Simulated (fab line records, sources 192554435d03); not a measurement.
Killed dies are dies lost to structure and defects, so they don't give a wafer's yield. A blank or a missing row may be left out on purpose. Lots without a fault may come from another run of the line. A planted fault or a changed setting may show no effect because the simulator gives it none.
fab line records | flow n5_finfet
record lots=11 wafers=33 last_day=16
route steps=1938 shown HKMG_FIN@414 BEOL_M4@1098 PASSIVATION@1936
lots that met no fault: from a run of the same line without faults
start_h: hours from the record's first day to the start of the lot's first wafer shown | wait_h: hours since the lot's step before | " the same as in the row above | L1.1+2: a row that stands for several wafers | - no value, or no start given | * or withheld: withheld | < > ~ a bound
route shown NAME@n: a module of which the file shows steps, and the number in the route of the first | usual: mean/standard deviation of fault-free wafers | same: alike in all rows | chamber/n: place in a boat | sites: the reading at each site | _std_site: their standard deviation | _edge_site: outer sites' mean less inner sites' | radius_mm: how far each site lies from the wafer's centre | mask NAME#n: copy n | behind: the tool/chamber that last shaped the wafer | hold: why the lot was held/for how many hours/how that ended | device: the transistor (n, p or np) that didn't switch | end of line: the same wafers' tests at the end of the route | a step without rows: its recipe alone | killed: dies lost to structure and defects at the first sort, not the wafer's yield | map: a wafer's dies, x killed, . not, _ none there
set.NAME: the setting as run; set.NAME@STEP: as run at that earlier step | model.NAME: the simulator's own value behind a step, which no gauge read
steps of the route over a sample of lots; a table a step, a row a wafer
services: from which hour (start_h, from the record's first day; less than 0 if before it) a tool's chamber was out of use, for how many hours, and why
## steps
# step N5_HKMG_FIN_RTA_80
# recipe temp_c=withheld time_s=2 ambient=N2 idle_temp_c=600 ramp_up_c_per_s=150 ramp_down_c_per_s=60 cool_to_c=600
# columns lot.wafer tool chamber start_h wait_h
L279.4+5+6 rtp_anneal-02 0 73.59 0.1
L281.3+4+5 rtp_anneal-01 0 86.38 0.4
L282.2+3+6 rtp_anneal-01 0 92.76 0.1
L283.1+3+6 rtp_anneal-02 0 98.93 0.1
L285.1+4+5 rtp_anneal-02 0 110.69 0.3
L287.1+2+3 rtp_anneal-02 0 121.78 0.1
L290.3+4+6 rtp_anneal-02 0 141.60 0.2
L294.3+4+6 rtp_anneal-02 0 162.11 0.1
L295.2+4+6 rtp_anneal-02 0 172.91 0.2
L297.2+4+6 rtp_anneal-02 0 182.53 0.1
L298.1+2+5 rtp_anneal-01 0 184.68 0.3
# step N5_BEOL_M4_SPUTTER_94
# recipe material=Cu target_thk_a=45 temp_c=-20 chamber_pressure_pa=0.07 power_w=withheld time_s=8.29
# usual throttle_valve_pct=30.1/1.1
# columns lot.wafer tool chamber start_h wait_h throttle_valve_pct
L279.4 pvd_sputter-01 - 164.75 0.1 28.4
L279.5 " - " " 28.3
L279.6 " - " " 29.3
L281.3 pvd_sputter-03 - 179.24 0.1 30.6
L281.4 " - " " 30.4
L281.5 " - " " 29.8
L282.2 pvd_sputter-03 - 181.08 0.1 32.3
L282.3 " - " " 30.1
L282.6 " - " " 29.9
L283.1 pvd_sputter-03 - 188.14 0.1 32.2
L283.3 " - " " 30.0
L283.6 " - " " 30.3
L285.1 pvd_sputter-03 - 210.78 0.1 29.9
L285.4 " - " " 32.5
L285.5 " - " " 30.1
L287.1 pvd_sputter-03 - 218.29 0.1 30.0
L287.2 " - " " 30.6
L287.3 " - " " 30.2
L290.3 pvd_sputter-03 - 241.97 0.1 29.8
L290.4 " - " " 32.2
L290.6 " - " " 30.4
L294.3 pvd_sputter-02 - 263.62 0.1 29.9
L294.4 " - " " 31.2
L294.6 " - " " 31.3
L295.2 pvd_sputter-01 - 269.57 0.1 30.4
L295.4 " - " " 28.5
L295.6 " - " " 28.4
L298.1 pvd_sputter-02 - 272.28 0.1 30.8
L298.2 " - " " 31.1
L298.5 " - " " 31.0
L297.2 pvd_sputter-02 - 276.02 0.1 31.3
L297.4 " - " " 29.9
L297.6 " - " " 31.7
# step N5_BEOL_M4_THK_MEAS_53
# recipe thk_meas_gauge=xrf reads=Cu_of_BEOL_M4_ECD_50
# usual M4_THK=40.4/1.5
# columns lot.wafer tool chamber start_h wait_h M4_THK[nm]
L279.4 film_metro-02 - 165.78 0.2 39.6
L279.5 " - " " 38.3
L279.6 " - " " 40.4
L281.3 film_metro-02 - 180.25 - 39.5
L281.4 " - " " 38.9
L281.5 " - " " 42.9
L282.2 film_metro-02 - 182.24 - 40.6
L282.3 " - " " 38.7
L282.6 " - " " 40.1
L283.1 film_metro-02 - 189.15 - 40.2
L283.3 " - " " 39.5
L283.6 " - " " 39.0
L285.1 film_metro-01 - 211.94 - 41.0
L285.4 " - " " 39.1
L285.5 " - " " 39.5
L287.1 film_metro-02 - 219.30 - 38.1
L287.2 " - " " 39.7
L287.3 " - " " 40.7
L290.3 film_metro-02 - 242.98 - 41.1
L290.4 " - " " 41.1
L290.6 " - " " 41.7
L294.3 film_metro-01 - 264.63 - 40.2
L294.4 " - " " 42.7
L294.6 " - " " 39.1
L295.2 film_metro-01 - 271.15 - 42.8
L295.4 " - " " 39.6
L295.6 " - " " 41.8
L298.1 film_metro-02 - 273.86 - 41.5
L298.2 " - " " 41.6
L298.5 " - " " 40.8
L297.2 film_metro-01 - 277.03 - 40.8
L297.4 " - " " 39.9
L297.6 " - " " 40.2
# step N5_BEOL_M4_RS_MEAS_58
# recipe thk_meas_gauge=four-point-probe reads=Co_of_BEOL_M4_CO_CAP_55+Cu_of_BEOL_M4_ECD_50+Co_of_BEOL_M4_CVD_47+TaN_of_BEOL_M4_ALD_84
# usual M4_RS=0.67/0.031
# columns lot.wafer tool chamber start_h wait_h M4_RS[ohm/sq]
L279.4 film_metro-02 - 166.04 0.0 0.69
L279.5 " - " " 0.72
L279.6 " - " " 0.67
L281.3 film_metro-02 - 180.54 0.1 0.69
L281.4 " - " " 0.70
L281.5 " - " " 0.62
L282.2 film_metro-02 - 182.51 0.1 0.66
L282.3 " - " " 0.70
L282.6 " - " " 0.67
L283.1 film_metro-02 - 189.42 0.1 0.67
L283.3 " - " " 0.69
L283.6 " - " " 0.70
L285.1 film_metro-02 - 212.20 0.0 0.66
L285.4 " - " " 0.70
L285.5 " - " " 0.69
L287.1 film_metro-01 - 219.56 0.0 0.73
L287.2 " - " " 0.68
L287.3 " - " " 0.66
L290.3 film_metro-02 - 243.24 0.1 0.66
L290.4 " - " " 0.65
L290.6 " - " " 0.64
L294.3 film_metro-02 - 264.90 0.1 0.67
L294.4 " - " " 0.62
L294.6 " - " " 0.69
L295.2 film_metro-01 - 271.41 0.1 0.63
L295.4 " - " " 0.70
L295.6 " - " " 0.65
L298.1 film_metro-02 - 274.32 0.0 0.64
L298.2 " - " " 0.64
L298.5 " - " " 0.65
L297.2 film_metro-02 - 277.29 0.1 0.67
L297.4 " - " " 0.69
L297.6 " - " " 0.67
# step N5_BEOL_M4_RC_MEAS_101
# usual DIBL_N=36.5/1.8 DIBL_P=36.5/2.1 IOFF_N=0.17/0.031 IOFF_P=0.22/0.036 IOFF_P_LIN=0.102/0.014 IOFF_P_LONG=0.000107/9.3e-06 ION_N=677/11 ION_P=463/8 SS_N=71.6/0.61 SS_P=73.3/0.63 VT_N=249/3.1 VT_N_LVT=97/3.5 VT_P=-250/3.3 VT_P_LONG=-275.0/2.9
# columns lot.wafer tool chamber start_h wait_h DIBL_N[mV/V] DIBL_P[mV/V] IOFF_N[nA/um] IOFF_P[nA/um] IOFF_P_LIN[nA/um] IOFF_P_LONG[nA/um] ION_N[uA/um] ION_P[uA/um] SS_N[mV/dec] SS_P[mV/dec] VT_N[mV] VT_N_LVT[mV] VT_P[mV] VT_P_LONG[mV]
L279.4 prober-02 0 166.55 0.5 33.8 32.6 0.12 0.15 0.077 0.0001 655 446 71.0 72.9 253 104 -257 -274.9
L279.5 " 0 " " 35.2 34.7 0.15 0.20 0.097 0.000105 672 457 71.0 73.3 248 99 -250 -274.4
L279.6 " 0 " " 33.9 32.7 0.13 0.16 0.081 0.000103 659 447 70.7 71.9 253 102 -255 -276.8
L281.3 prober-01 0 180.90 0.3 34.9 36.3 0.16 0.17 0.085 9.1e-05 684 455 71.6 73.8 249 98 -252 -279.5
L281.4 " 0 " " 37.1 39.6 0.19 0.23 0.105 9.1e-05 679 464 71.9 74.0 246 95 -251 -278.6
L281.5 " 0 " " 34.9 36.8 0.16 0.18 0.089 9.1e-05 673 457 71.8 72.7 249 99 -255 -280.2
L282.2 prober-02 0 182.71 0.2 40.8 41.5 0.23 0.26 0.110 0.0001 683 462 72.8 74.2 245 92 -250 -279.2
L282.3 " 0 " " 37.6 38.2 0.17 0.20 0.092 9.6e-05 688 465 71.1 73.7 248 96 -253 -279.4
L282.6 " 0 " " 37.2 36.6 0.15 0.18 0.088 9.8e-05 675 454 71.1 73.3 251 97 -255 -279.2
L283.1 prober-01 0 189.47 0.0 37.0 36.2 0.16 0.20 0.098 0.000102 671 458 71.6 73.5 247 97 -251 -275.9
L283.3 " 0 " " 38.6 39.5 0.19 0.25 0.116 0.000112 691 474 71.3 74.3 247 96 -247 -274.5
L283.6 " 0 " " 36.6 36.2 0.15 0.20 0.099 0.000105 676 469 70.8 73.4 249 99 -248 -274.9
L285.1 prober-02 0 212.25 0.0 35.0 35.6 0.13 0.19 0.093 0.000108 667 465 70.8 73.1 249 102 -251 -271.9
L285.4 " 0 " " 35.7 36.2 0.15 0.20 0.095 0.000102 678 467 71.3 73.9 249 100 -253 -273.3
L285.5 " 0 " " 33.9 34.9 0.13 0.18 0.090 0.000108 675 463 70.9 72.5 251 101 -251 -273.9
L287.1 prober-02 0 219.61 0.0 35.0 34.7 0.15 0.20 0.097 0.000102 676 462 71.1 73.3 247 97 -251 -276.0
L287.2 " 0 " " 35.3 34.6 0.16 0.20 0.099 0.000102 677 465 70.5 72.5 246 96 -251 -276.3
L287.3 " 0 " " 36.3 35.7 0.16 0.21 0.100 0.000105 678 462 71.2 73.3 250 97 -251 -272.2
L290.3 prober-02 0 243.60 0.3 35.7 35.2 0.16 0.19 0.095 0.000107 669 458 71.8 72.9 249 95 -252 -276.4
L290.4 " 0 " " 35.7 35.7 0.16 0.20 0.097 0.00011 676 461 71.6 73.1 248 96 -251 -276.0
L290.6 " 0 " " 38.2 37.1 0.19 0.22 0.102 0.000109 681 461 71.7 73.4 249 95 -252 -274.8
L294.3 prober-01 0 265.26 0.3 40.2 40.1 0.24 0.16 0.071 7e-05 688 445 72.0 74.4 245 78 -262 -289.3
L294.4 " 0 " " 37.8 37.4 0.18 0.13 0.060 6.8e-05 676 440 71.6 73.7 248 81 -264 -292.4
L294.6 " 0 " " 39.1 38.9 0.21 0.14 0.064 7e-05 697 443 71.6 73.2 248 79 -266 -289.9
L295.2 prober-01 0 271.61 0.2 37.7 37.5 0.17 0.13 0.063 7.4e-05 673 438 71.4 72.9 249 82 -263 -289.2
L295.4 " 0 " " 37.1 35.6 0.15 0.11 0.056 7.9e-05 669 441 71.1 72.3 249 84 -264 -289.5
L295.6 " 0 " " 39.5 39.6 0.21 0.15 0.069 8.1e-05 696 445 72.2 73.2 247 78 -261 -290.0
L298.1 prober-02 0 274.38 0.0 37.5 38.0 0.20 0.29 0.133 0.000125 688 475 72.0 73.8 246 92 -242 -268.9
L298.2 " 0 " " 36.0 36.8 0.18 0.27 0.129 0.000132 694 482 71.0 73.5 246 92 -243 -267.0
L298.5 " 0 " " 36.7 37.7 0.19 0.30 0.137 0.00013 692 478 71.7 73.9 248 92 -241 -271.2
L297.2 prober-02 0 277.49 0.2 40.0 40.3 0.22 0.16 0.072 8e-05 685 450 72.0 73.7 245 79 -261 -291.4
L297.4 " 0 " " 36.9 36.2 0.15 0.12 0.059 7.3e-05 675 442 72.0 73.0 251 84 -265 -289.8
L297.6 " 0 " " 39.5 38.5 0.20 0.14 0.066 8.1e-05 675 442 72.9 73.1 247 80 -262 -287.3
# step N5_PASSIVATION_PROBE_49
# usual defect_limited_yield=91.4/1.5 killed_at_M0_to_M3=35/11 killed_at_M4_up=16/7 killed_at_contacts=11/5.3 killed_at_front_end=37/11 killed_at_other=3.1/2.8 killed_dies=102/18 killed_open=69/15 killed_short=31/7.8 sort_bin_5_function=5.1/1.1 sort_bin_6_memory=3.2/0.69 sort_bin_8_speed=0.00/0.016 sort_n_pass=1078/18 sort_yield_pct=91.4/1.5
# same gross_dies=1180 killed_at_back_side=0 sort_bin_4_leakage[%]=0
# columns lot.wafer tool chamber start_h wait_h defect_limited_yield[%] killed_at_M0_to_M3 killed_at_M4_up killed_at_contacts killed_at_front_end killed_at_other killed_dies killed_open killed_short sort_bin_5_function[%] sort_bin_6_memory[%] sort_bin_8_speed[%] sort_n_pass sort_yield_pct[%]
L279.4 prober-02 - 265.49 0.2 90.1 35 15 15 50 2 117 82 33 5.8 3.8 0 1063 90.1
L279.5 prober-02 - 265.54 0.2 90.5 22 20 17 53 0 112 77 33 5.2 4.0 0 1068 90.5
L279.6 prober-02 - 265.59 0.3 89.8 36 21 10 43 10 120 85 35 5.6 4.0 0 1060 89.8
L281.3 prober-01 - 287.73 0.1 92.6 24 10 11 40 2 87 46 41 4.2 3.0 0 1093 92.6
L281.4 prober-01 - 287.78 0.2 92.1 33 14 8 34 4 93 59 34 4.2 3.2 0 1087 92.1
L281.5 prober-01 - 287.83 0.2 93.1 24 8 9 39 1 81 47 33 4.4 2.0 0 1099 93.1
L282.2 prober-01 - 295.61 0.1 90.7 24 23 14 47 2 110 71 36 5.3 3.3 0 1070 90.7
L282.3 prober-01 - 295.66 0.1 91.3 27 9 17 47 3 103 71 32 5.3 3.0 0 1077 91.3
L282.6 prober-01 - 295.81 0.3 90.4 21 28 7 53 4 113 74 37 6.3 3.1 0 1067 90.4
L283.1 prober-01 - 301.03 0.0 88.0 64 26 16 28 8 142 102 39 6.8 4.7 0 1038 88.0
L283.3 prober-01 - 301.13 0.1 88.6 42 34 22 35 2 135 109 25 6.8 4.5 0 1045 88.6
L283.6 prober-01 - 301.28 0.3 91.1 33 18 13 38 3 105 72 32 5.8 2.9 0 1075 91.1
L285.1 prober-02 - 318.08 0.0 93.4 33 7 7 31 0 78 55 22 4.1 2.4 0 1102 93.4
L285.4 prober-02 - 318.23 0.2 94.0 34 6 8 23 0 71 39 32 3.7 2.0 0 1109 94.0
L285.5 prober-02 - 318.28 0.2 92.4 27 4 17 40 2 90 58 27 4.3 2.5 0 1090 92.4
L287.1 prober-01 - 330.00 0.0 91.6 28 15 24 24 8 99 75 20 4.7 3.6 0 1081 91.6
L287.2 prober-01 - 330.05 0.1 91.4 38 12 19 28 5 102 75 26 5.2 3.5 0 1078 91.4
L287.3 prober-01 - 330.10 0.1 91.9 29 21 11 32 3 96 59 30 4.5 3.4 0 1084 91.9
L290.3 prober-02 - 346.09 0.1 90.9 45 9 16 35 2 107 54 50 5.0 3.7 0 1073 90.9
L290.4 prober-02 - 346.14 0.2 92.3 37 21 8 24 1 91 65 26 4.2 3.2 0 1089 92.3
L290.6 prober-02 - 346.24 0.3 92.0 35 11 17 30 1 94 69 25 5.1 2.6 0 1086 92.0
L294.3 prober-01 - 373.73 0.1 90.2 41 19 12 28 16 116 75 41 5.8 3.7 0 1064 90.2
L294.4 prober-01 - 373.78 0.2 89.7 55 10 17 35 5 122 75 47 6.6 3.3 1.19 1044 88.5
L294.6 prober-01 - 373.88 0.3 91.5 43 15 10 28 4 100 65 33 4.5 3.8 0 1080 91.5
L295.2 prober-02 - 380.70 0.1 93.1 27 11 3 37 3 81 52 29 4.2 2.5 0.68 1091 92.5
L295.4 prober-02 - 380.80 0.2 91.5 34 21 1 41 3 100 69 30 5.4 2.9 4.32 1029 87.2
L295.6 prober-02 - 380.90 0.3 91.5 34 18 6 39 3 100 73 27 5.8 2.6 0.08 1079 91.4
L298.1 prober-02 - 382.42 0.0 89.9 37 18 11 51 2 119 83 36 5.8 4.2 0 1061 89.9
L298.2 prober-02 - 382.47 0.1 90.0 33 12 33 40 0 118 77 41 7.3 2.5 0 1062 90.0
L298.5 prober-02 - 382.62 0.2 89.3 18 13 14 77 4 126 88 35 6.1 4.2 0 1054 89.3
L297.2 prober-01 - 390.83 0.1 91.3 44 11 11 33 4 103 71 32 4.7 3.6 0 1077 91.3
L297.4 prober-01 - 390.93 0.2 93.9 27 10 9 19 7 72 52 20 4.2 1.4 0.17 1106 93.7
L297.6 prober-01 - 391.03 0.3 92.7 16 17 17 34 2 86 57 28 4.2 3.0 0.93 1083 91.8
# killed by level:class
L279.4 FIN_SAQP:geometric_particle:open=14 FIN_SAQP:geometric_particle:short=14 MOL_CONTACT_COAG:geometric_particle:open=12 BEOL_M0_SAQP:geometric_particle:open=10 STI_FIN_REVEAL:geometric_particle:open=8 BEOL_M1:geometric_particle:open=7 BEOL_M0_SAQP:geometric_particle:short=5 BEOL_M0:geometric_particle:open=5
L279.5 MOL_CONTACT_COAG:geometric_particle:open=15 FIN_SAQP:geometric_particle:open=14 FIN_SAQP:geometric_particle:short=11 BEOL_M1:geometric_particle:open=8 STI_FIN_REVEAL:geometric_particle:open=7 BEOL_M4:geometric_particle:open=7 BEOL_M2:geometric_particle:open=6 BEOL_M5:geometric_particle:open=6
L279.6 FIN_SAQP:geometric_particle:open=17 MOL_CONTACT_COAG:geometric_particle:open=9 BEOL_M3:geometric_particle:open=8 BEOL_M4:geometric_particle:open=8 BEOL_M1:geometric_particle:open=7 DUMMY_GATE:geometric_particle:open=6 BEOL_M0_SAQP:geometric_particle:short=6 BEOL_M4:geometric_particle:short=6
L281.3 BEOL_M0_SAQP:geometric_particle:short=8 FIN_SAQP:geometric_particle:short=7 MOL_CONTACT_COAG:geometric_particle:open=7 FIN_SAQP:geometric_particle:open=5 BEOL_M0:geometric_particle:open=5 STI_FIN_REVEAL:geometric_particle:open=4 DUMMY_GATE:geometric_particle:open=4 GATE_CUT:geometric_particle:open=4
L281.4 FIN_SAQP:geometric_particle:short=8 BEOL_M2:geometric_particle:open=8 MOL_CONTACT_COAG:geometric_particle:open=7 BEOL_M0:geometric_particle:open=7 FIN_SAQP:geometric_particle:open=5 BEOL_M3:geometric_particle:open=5 GATE_CUT:geometric_particle:short=4 BEOL_M4:geometric_particle:open=4
L281.5 MOL_CONTACT_COAG:geometric_particle:open=7 FIN_SAQP:geometric_particle:short=6 FIN_SAQP:geometric_particle:open=6 STI_FIN_REVEAL:geometric_particle:open=6 DUMMY_GATE:geometric_particle:open=6 BEOL_M0_SAQP:geometric_particle:open=5 BEOL_M0:geometric_particle:open=5 GATE_CUT:geometric_particle:short=4
L282.2 BEOL_M4:geometric_particle:open=12 BEOL_M3:geometric_particle:open=12 MOL_CONTACT_COAG:geometric_particle:open=11 FIN_SAQP:geometric_particle:open=7 DUMMY_GATE:geometric_particle:open=6 GATE_CUT:geometric_particle:short=6 FIN_SAQP:geometric_particle:short=5 ILD0:geometric_particle:short=5
L282.3 MOL_CONTACT_COAG:geometric_particle:open=12 FIN_SAQP:geometric_particle:open=9 GATE_CUT:geometric_particle:short=7 STI_FIN_REVEAL:geometric_particle:open=6 ILD0:geometric_particle:open=6 BEOL_M0_SAQP:geometric_particle:open=6 GATE_CUT:geometric_particle:open=5 MOL_CONTACT_COAG:geometric_particle:short=5
L282.6 BEOL_M4:geometric_particle:open=15 FIN_SAQP:geometric_particle:open=10 FIN_SAQP:geometric_particle:short=8 STI_FIN_REVEAL:geometric_particle:open=7 DUMMY_GATE:geometric_particle:open=7 BEOL_M3:geometric_particle:open=7 GATE_CUT:geometric_particle:open=5 BEOL_M3:geometric_particle:short=5
L283.1 BEOL_M3:geometric_particle:open=18 BEOL_M4:geometric_particle:open=17 MOL_CONTACT_COAG:geometric_particle:open=13 BEOL_M0_SAQP:geometric_particle:open=12 BEOL_M1:geometric_particle:open=11 BEOL_M0_SAQP:geometric_particle:short=10 BEOL_M2:geometric_particle:open=7 FIN_SAQP:geometric_particle:short=5
L283.3 MOL_CONTACT_COAG:geometric_particle:open=20 BEOL_M4:geometric_particle:open=18 STI_FIN_REVEAL:geometric_particle:open=14 BEOL_M0_SAQP:geometric_particle:open=9 DUMMY_GATE:geometric_particle:open=9 BEOL_M3:geometric_particle:open=9 BEOL_M5:geometric_particle:open=8 BEOL_M2:geometric_particle:open=7
L283.6 MOL_CONTACT_COAG:geometric_particle:open=12 BEOL_M3:geometric_particle:open=12 BEOL_M4:geometric_particle:open=11 FIN_SAQP:geometric_particle:short=9 BEOL_M2:geometric_particle:open=7 STI_FIN_REVEAL:geometric_particle:open=6 BEOL_M0_SAQP:geometric_particle:short=5 STARTING-WAFER:geometric_particle:open=4
L285.1 STI_FIN_REVEAL:geometric_particle:open=9 MOL_CONTACT_COAG:geometric_particle:open=7 BEOL_M0_SAQP:geometric_particle:short=7 BEOL_M0_SAQP:geometric_particle:open=7 BEOL_M2:geometric_particle:open=6 FIN_SAQP:geometric_particle:short=5 BEOL_M3:geometric_particle:open=5 BEOL_M1:geometric_particle:open=4
L285.4 BEOL_M0_SAQP:geometric_particle:short=8 BEOL_M2:geometric_particle:open=7 FIN_SAQP:geometric_particle:short=6 MOL_CONTACT_COAG:geometric_particle:open=6 DUMMY_GATE:geometric_particle:open=4 BEOL_M1:geometric_particle:open=4 BEOL_M0_SAQP:geometric_particle:open=3 BEOL_M6:geometric_particle:open=3
L285.5 MOL_CONTACT_COAG:geometric_particle:open=13 STI_FIN_REVEAL:geometric_particle:open=12 DUMMY_GATE:geometric_particle:open=8 BEOL_M0_SAQP:geometric_particle:short=8 FIN_SAQP:geometric_particle:open=5 BEOL_M1:geometric_particle:open=5 HKMG_FIN:area_etch=5 BEOL_M2:geometric_particle:open=4
L287.1 MOL_CONTACT_COAG:geometric_particle:open=18 BEOL_M2:geometric_particle:open=14 BEOL_M4:geometric_particle:open=12 BEOL_M3:geometric_particle:open=7 MOL_CONTACT_COAG:geometric_particle:short=6 FIN_SAQP:geometric_particle:open=5 STI_FIN_REVEAL:geometric_particle:open=4 STARTING-WAFER:geometric_particle:open=4
L287.2 MOL_CONTACT_COAG:geometric_particle:open=12 BEOL_M2:geometric_particle:open=12 STI_FIN_REVEAL:geometric_particle:open=11 MOL_CONTACT_COAG:geometric_particle:short=7 BEOL_M1:geometric_particle:open=7 BEOL_M0_SAQP:geometric_particle:short=6 GATE_CUT:geometric_particle:open=5 BEOL_M4:geometric_particle:open=5
L287.3 BEOL_M2:geometric_particle:open=10 BEOL_M4:geometric_particle:open=8 MOL_CONTACT_COAG:geometric_particle:open=6 MOL_CONTACT_COAG:geometric_particle:short=5 BEOL_M1:geometric_particle:open=4 STARTING-WAFER:geometric_particle:open=4 DUMMY_GATE:geometric_particle:open=3 GATE_CUT:geometric_particle:short=3
L290.3 MOL_CONTACT_COAG:geometric_particle:open=12 BEOL_M0_SAQP:geometric_particle:short=12 BEOL_M3:geometric_particle:short=10 FIN_SAQP:geometric_particle:open=8 BEOL_M3:geometric_particle:open=6 FIN_SAQP:geometric_particle:short=5 BEOL_M0_SAQP:geometric_particle:open=5 GATE_CUT:geometric_particle:short=4
L290.4 BEOL_M2:geometric_particle:open=13 BEOL_M4:geometric_particle:open=10 BEOL_M1:geometric_particle:open=7 BEOL_M0_SAQP:geometric_particle:open=6 MOL_CONTACT_COAG:geometric_particle:open=5 STI_FIN_REVEAL:geometric_particle:open=4 MOL_CONTACT_COAG:geometric_particle:short=3 BEOL_M0:geometric_particle:open=3
L290.6 MOL_CONTACT_COAG:geometric_particle:open=14 BEOL_M2:geometric_particle:open=13 FIN_SAQP:geometric_particle:open=7 BEOL_M0_SAQP:geometric_particle:open=6 BEOL_M0_SAQP:geometric_particle:short=5 BEOL_M4:geometric_particle:open=5 GATE_CUT:geometric_particle:short=4 GATE_CUT:geometric_particle:open=4
L294.3 MOL_CONTACT_COAG:geometric_particle:open=10 BEOL_M2:geometric_particle:open=9 BEOL_M3:geometric_particle:open=8 BEOL_M4:geometric_particle:open=7 FIN_SAQP:geometric_particle:open=6 DUMMY_GATE:geometric_particle:open=6 BEOL_M0_SAQP:geometric_particle:short=5 BEOL_M1:geometric_particle:open=5
L294.4 MOL_CONTACT_COAG:geometric_particle:open=17 BEOL_M3:geometric_particle:open=12 GATE_CUT:geometric_particle:short=11 BEOL_M0_SAQP:geometric_particle:short=11 BEOL_M2:geometric_particle:open=10 BEOL_M2:geometric_particle:short=7 FIN_SAQP:geometric_particle:open=5 BEOL_M1:geometric_particle:open=5
L294.6 BEOL_M3:geometric_particle:open=10 MOL_CONTACT_COAG:geometric_particle:open=8 BEOL_M2:geometric_particle:open=8 BEOL_M0_SAQP:geometric_particle:open=7 BEOL_M4:geometric_particle:open=6 BEOL_M1:geometric_particle:open=5 FIN_SAQP:geometric_particle:open=4 BEOL_M1:geometric_particle:short=4
L295.2 FIN_SAQP:geometric_particle:open=12 FIN_SAQP:geometric_particle:short=7 BEOL_M3:geometric_particle:open=6 BEOL_M1:geometric_particle:open=5 BEOL_M2:geometric_particle:open=5 BEOL_M4:geometric_particle:open=5 SPACER0:geometric_particle:short=4 BEOL_M2:geometric_particle:short=4
L295.4 FIN_SAQP:geometric_particle:open=17 BEOL_M4:geometric_particle:open=11 STI_FIN_REVEAL:geometric_particle:open=7 FIN_SAQP:geometric_particle:short=6 BEOL_M2:geometric_particle:short=6 BEOL_M2:geometric_particle:open=6 BEOL_M3:geometric_particle:open=6 BEOL_M1:geometric_particle:open=5
L295.6 BEOL_M3:geometric_particle:open=14 BEOL_M4:geometric_particle:open=14 FIN_SAQP:geometric_particle:short=10 FIN_SAQP:geometric_particle:open=9 DUMMY_GATE:geometric_particle:open=9 BEOL_M1:geometric_particle:open=4 STARTING-WAFER:geometric_particle:open=4 STI_FIN_REVEAL:geometric_particle:open=3
L298.1 STI_FIN_REVEAL:geometric_particle:open=18 MOL_CONTACT_COAG:geometric_particle:open=10 BEOL_M1:geometric_particle:open=10 BEOL_M4:geometric_particle:open=9 FIN_SAQP:geometric_particle:short=8 BEOL_M3:geometric_particle:open=8 FIN_SAQP:geometric_particle:open=6 BEOL_M0_SAQP:geometric_particle:short=5
L298.2 MOL_CONTACT_COAG:geometric_particle:open=25 STI_FIN_REVEAL:geometric_particle:open=16 MOL_CONTACT_COAG:geometric_particle:short=8 BEOL_M1:geometric_particle:open=7 FIN_SAQP:geometric_particle:short=6 BEOL_M0_SAQP:geometric_particle:short=6 STI_FIN_REVEAL:geometric_particle:short=5 BEOL_M0:geometric_particle:open=4
L298.5 STI_FIN_REVEAL:geometric_particle:open=24 DUMMY_GATE:geometric_particle:open=13 MOL_CONTACT_COAG:geometric_particle:open=12 FIN_SAQP:geometric_particle:open=11 STI_FIN_REVEAL:geometric_particle:short=11 BEOL_M1:geometric_particle:open=6 FIN_SAQP:geometric_particle:short=5 BEOL_M4:geometric_particle:open=5
L297.2 STI_FIN_REVEAL:geometric_particle:open=11 BEOL_M0_SAQP:geometric_particle:short=11 MOL_CONTACT_COAG:geometric_particle:open=10 BEOL_M2:geometric_particle:open=9 BEOL_M0_SAQP:geometric_particle:open=8 BEOL_M3:geometric_particle:open=6 FIN_SAQP:geometric_particle:short=5 BEOL_M4:geometric_particle:open=5
L297.4 MOL_CONTACT_COAG:geometric_particle:open=8 BEOL_M0_SAQP:geometric_particle:open=7 BEOL_M4:geometric_particle:open=7 BEOL_M2:geometric_particle:open=5 BEOL_M0:geometric_particle:open=4 BEOL_M3:geometric_particle:open=4 FIN_SAQP:geometric_particle:open=3 FIN_SAQP:geometric_particle:short=3
L297.6 MOL_CONTACT_COAG:geometric_particle:open=12 FIN_SAQP:geometric_particle:short=6 STI_FIN_REVEAL:geometric_particle:open=6 FIN_SAQP:geometric_particle:open=5 DUMMY_GATE:geometric_particle:open=5 MOL_CONTACT_COAG:geometric_particle:short=5 BEOL_M4:geometric_particle:open=5 BEOL_M0_SAQP:geometric_particle:short=4
## services
# columns tool chamber start_h hours kind
pvd_sputter-03 - 71.01 1.4 repair
pvd_sputter-02 - 73.12 1.7 repair
rtp_anneal-01 - 80.18 3.8 pm
## key
first_sign step=N5_BEOL_M4_RC_MEAS_101 reading=VT_P_LONG direction=down sigmas=5.2 usual=-275.0 struck=-289.9
effect step=N5_BEOL_M4_RC_MEAS_101 reading=VT_N_LVT direction=down sigmas=4.7 usual=97 struck=80
effect step=N5_BEOL_M4_RC_MEAS_101 reading=VT_P direction=down sigmas=4.1 usual=-250 struck=-263
effect step=N5_BEOL_M4_RC_MEAS_101 reading=IOFF_P_LONG direction=down sigmas=3.4 usual=0.000107 struck=7.5e-05
effect step=N5_BEOL_M4_RC_MEAS_101 reading=IOFF_P_LIN direction=down sigmas=2.8 usual=0.102 struck=0.064
effect step=N5_BEOL_M4_RC_MEAS_101 reading=ION_P direction=down sigmas=2.5 usual=463 struck=443
effect step=N5_BEOL_M4_RC_MEAS_101 reading=IOFF_P direction=down sigmas=2.1 usual=0.22 struck=0.14 wafers_moved=5
effect step=N5_PASSIVATION_PROBE_49 reading=sort_bin_8_speed direction=up sigmas=9.6 usual=0.00 struck=0.82 wafers_moved=5
met_at N5_HKMG_FIN_RTA_80
struck_lots L294,L295,L297
not_acting_at N5_BEOL_M4_SPUTTER_94,N5_BEOL_M4_THK_MEAS_53,N5_BEOL_M4_RS_MEAS_58
onset_between 141.60 162.11
fault kind=process_parameter_drift tool=rtp_anneal-02 chamber=- onset_h=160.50 steps=N5_HKMG_FIN_RTA_80 channel=time_s offset=* shape=step end_h=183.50 acts_in=* stated=*
